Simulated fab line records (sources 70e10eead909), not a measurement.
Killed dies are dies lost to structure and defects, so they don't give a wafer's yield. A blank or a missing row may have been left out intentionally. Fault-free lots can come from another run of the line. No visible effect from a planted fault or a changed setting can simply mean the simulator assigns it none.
Chamber matching | flow nandHarc | rieDiel-06 running NHARC_A_BONDPAD_DESCUM_11: 4 sister chambers
The step chemistry O2, time 3 s. 8 wafers are shown with their chamber, then 8 later ones without.

== WAFERS PAIRED WITH THEIR CHAMBERS ==
wafer  | chamber | oesProductAu (a.u.) | rfVppV (V)
L906.3 | 0       | 0.989               | 59.2
L909.1 | 3       | 0.993               | 58.5
L909.2 | 1       | 1.004               | 57.3
L909.4 | 2       | 0.985               | 57.5
L911.1 | 2       | 1.006               | 57.4
L911.2 | 1       | 0.999               | 57.4
L911.3 | 0       | 0.983               | 57.1
L918.3 | 3       | 0.986               | 58.5

== WAFERS WITHOUT THEIR CHAMBER ==
wafer  | oesProductAu (a.u.) | rfVppV (V)
L918.4 | 0.971               | 55.8
L918.6 | 0.993               | 58.8
L920.1 | 1.007               | 56.2
L920.2 | 0.996               | 58.5
L920.3 | 0.985               | 57.1
L922.1 | 0.983               | 57.9
L922.2 | 0.985               | 58.3
L922.5 | 0.995               | 58.4

== WHICH CHAMBER EACH WENT THROUGH ==
wafer  | from the rows above               | in truth
L918.4 | can't be placed: 0 or 2 or 1 or 3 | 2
L918.6 | can't be placed: 3 or 0 or 2 or 1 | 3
L920.1 | can't be placed: 1 or 2 or 0      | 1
L920.2 | can't be placed: 3 or 0 or 2 or 1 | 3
L920.3 | can't be placed: 2 or 0 or 3 or 1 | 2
L922.1 | can't be placed: 0 or 3 or 2 or 1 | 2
L922.2 | can't be placed: 0 or 3 or 2      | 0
L922.5 | can't be placed: 3 or 0 or 2 or 1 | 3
Placed correctly: 0 of 8. Can't be placed from these rows: 8 (the true chamber is among the candidates in 8). Number placed wrongly: 0.
How it was worked out, from the rows above alone: a wafer's distance from a chamber is the root of the sum, over the readings, of the square of ((its reading less the chamber's mean) divided by the reading's scatter). The wafer belongs to the nearest chamber; if the next one is less than 2 further off, it can't be placed. Each chamber's mean is taken over the wafers shown for it. The scatter is the square root of a quotient: the sum, over the shown wafers, of each reading's squared deviation from its chamber's mean, divided by wafers minus chambers.
